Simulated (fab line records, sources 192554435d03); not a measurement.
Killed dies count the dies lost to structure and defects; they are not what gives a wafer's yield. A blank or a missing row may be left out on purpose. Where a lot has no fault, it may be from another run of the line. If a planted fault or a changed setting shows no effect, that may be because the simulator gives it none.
Split-lot study	flow n5Finfet	route with 1938 steps; 7 lots, 21 wafers read

== THE SPLIT ITSELF ==
At N5_BEOL_M11_TRENCH_ETCH_37 (etches SiCOH lowk in C4F6/O2, target depth 148.83 nm, time 48 s), the setting biasW was moved away from the recipe's 185 W on 5 of the 21 wafers read, by -5.9% to +8.8%. The other wafers ran this setting at the recipe's value.

The split's own step is where the reading is taken.

== THE READING ==
rfVppV, in V, at N5_BEOL_M11_TRENCH_ETCH_37 (etches SiCOH lowk in C4F6/O2, target depth 148.83 nm, time 48 s). A value of 668 V with a standard deviation of 6.1 V is what fault-free wafers of this fab line usually give.

wafer	tool, chamber at the split	biasW as run, W	against the recipe	rfVppV, V	against lot-mates on the recipe
L078.2	rieDiel-03, 2	185	recipe	672	-
L078.3	rieDiel-03, 0	200.4	+8.3%	692	+32
L078.4	rieDiel-03, 0	185	recipe	649	-
L082.1	rieDiel-06, 2	185	recipe	673	-
L082.4	rieDiel-06, 3	185	recipe	667	-
L082.5	rieDiel-06, 1	185	recipe	666	-
L086.1	rieDiel-03, 0	185	recipe	649	-
L086.3	rieDiel-03, 3	185	recipe	667	-
L086.4	rieDiel-03, 2	185	recipe	673	-
L085.3	rieDiel-01, 3	201.3	+8.8%	707	+46
L085.5	rieDiel-01, 3	185	recipe	661	-
L085.6	rieDiel-01, 0	201.3	+8.8%	718	+57
L094.2	rieDiel-01, 3	185	recipe	661	-
L094.4	rieDiel-01, 1	185	recipe	664	-
L094.5	rieDiel-01, 3	185	recipe	661	-
L095.1	rieDiel-06, 3	185	recipe	665	-
L095.3	rieDiel-06, 1	185	recipe	665	-
L095.6	rieDiel-06, 0	196	+5.9%	704	+39
L096.3	rieDiel-01, 0	174.1	-5.9%	640	-29
L096.5	rieDiel-01, 1	185	recipe	666	-
L096.6	rieDiel-01, 0	185	recipe	672	-

FIT RESULTS
A straight line over all 21 wafers: rfVppV changes by +4.89 V for each +1% of biasW; r = +0.92; the points scatter about the line by 7.9 V.
The same after taking each lot's own level away (the mean of its wafers on the recipe; 21 wafers): +5.31 V for each +1%; r = +0.94; scatter 7.1 V.
On that fit, the largest move of biasW shifts the reading by 47 V.
From 660.5 to 669.0 V: that is the span of the lots' own levels, equal to 1.4 times the standard deviation above.
The two slopes are in agreement: the lot-to-lot level therefore moves the slope only a little.
Check: +47.5 V against its lot-mates is what the line predicts for one of the wafers moved furthest among these (+8.8%) when that wafer is left out of the fit. Against them it came out at +46 V.
Tool readings at the split's step, against how far the setting was moved: rfVppV r = +0.92.

== OTHER SPLITS APPLIED TO THESE WAFERS ==
These wafers also went through other splits before the reading. Each is held against what the fit with the lots' levels taken away leaves over:
other split on the same wafers	wafers away from the commonest value	r with rfVppV (lot level and that fit taken away)
N5_BEOL_M8_TRENCH_ETCH_37 biasW	7	-0.10
N5_BEOL_M8_CURE_75 timeS	9	-0.18
N5_BEOL_M10_COAT_60 spinRpm	11	+0.10
N5_BEOL_M10_ETCH_61 cf4FlowSccm	2	+0.18
N5_BEOL_M10_VIA_ETCH_34 timeS	5	-0.30
N5_BEOL_M10_TRENCH_ETCH_37 sourceW	5	+0.67

== THE FILE'S OWN FIT ==
rfVppV changes by +5.2 V for each +1% of biasW, r = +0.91.
